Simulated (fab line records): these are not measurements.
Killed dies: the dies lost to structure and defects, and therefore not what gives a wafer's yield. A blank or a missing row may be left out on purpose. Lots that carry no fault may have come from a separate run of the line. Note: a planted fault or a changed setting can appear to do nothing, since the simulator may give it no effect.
Matching of chambers || flow n5Finfet || rieDiel-06 running N5_BEOL_M11_ETCH_62: 4 sister chambers
The step etches SOC in N2/H2, target depth 110 nm, overetch 22 nm, time 165 s. 4 wafers are shown with their chamber, then 7 later ones without.

WAFERS PAIRED WITH THEIR CHAMBERS
{"wafer": "L082.1", "chamber": 0, "throttleValvePct (%)": 18.08}
{"wafer": "L087.1", "chamber": 2, "throttleValvePct (%)": 17.63}
{"wafer": "L087.6", "chamber": 3, "throttleValvePct (%)": 18.13}
{"wafer": "L090.5", "chamber": 1, "throttleValvePct (%)": 17.42}

WAFERS WHOSE CHAMBER IS MISSING
{"wafer": "L090.6", "throttleValvePct (%)": 17.64}
{"wafer": "L092.2", "throttleValvePct (%)": 17.71}
{"wafer": "L092.3", "throttleValvePct (%)": 18.14}
{"wafer": "L092.5", "throttleValvePct (%)": 17.45}
{"wafer": "L096.3", "throttleValvePct (%)": 18.14}
{"wafer": "L096.5", "throttleValvePct (%)": 17.72}
{"wafer": "L096.6", "throttleValvePct (%)": 17.46}

EACH ONE'S CHAMBER
{"wafer": "L090.6", "from the rows above": 2, "in truth": 2}
{"wafer": "L092.2", "from the rows above": 2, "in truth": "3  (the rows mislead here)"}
{"wafer": "L092.3", "from the rows above": "can't be placed: 3 or 0", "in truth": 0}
{"wafer": "L092.5", "from the rows above": 1, "in truth": 1}
{"wafer": "L096.3", "from the rows above": "can't be placed: 3 or 0", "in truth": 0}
{"wafer": "L096.5", "from the rows above": 2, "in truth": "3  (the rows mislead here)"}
{"wafer": "L096.6", "from the rows above": 1, "in truth": 1}
3 of 7 placed correctly. Unplaceable from these rows: 2, with the true chamber sitting among the candidates in 2. 2 placed wrongly.
How it was worked out, from the rows above alone: a wafer's distance from a chamber is the root of the sum, over the readings, of the square of ((its reading less the chamber's mean) divided by the reading's scatter). If the next closest chamber is less than 2 further off than the closest, the wafer can't be placed; otherwise it belongs to the closest. The mean given for a chamber averages the wafers shown for that chamber. The scatter: with one shown wafer a chamber, the root of the mean of the squares of how far each hidden wafer lies from its nearest shown one.
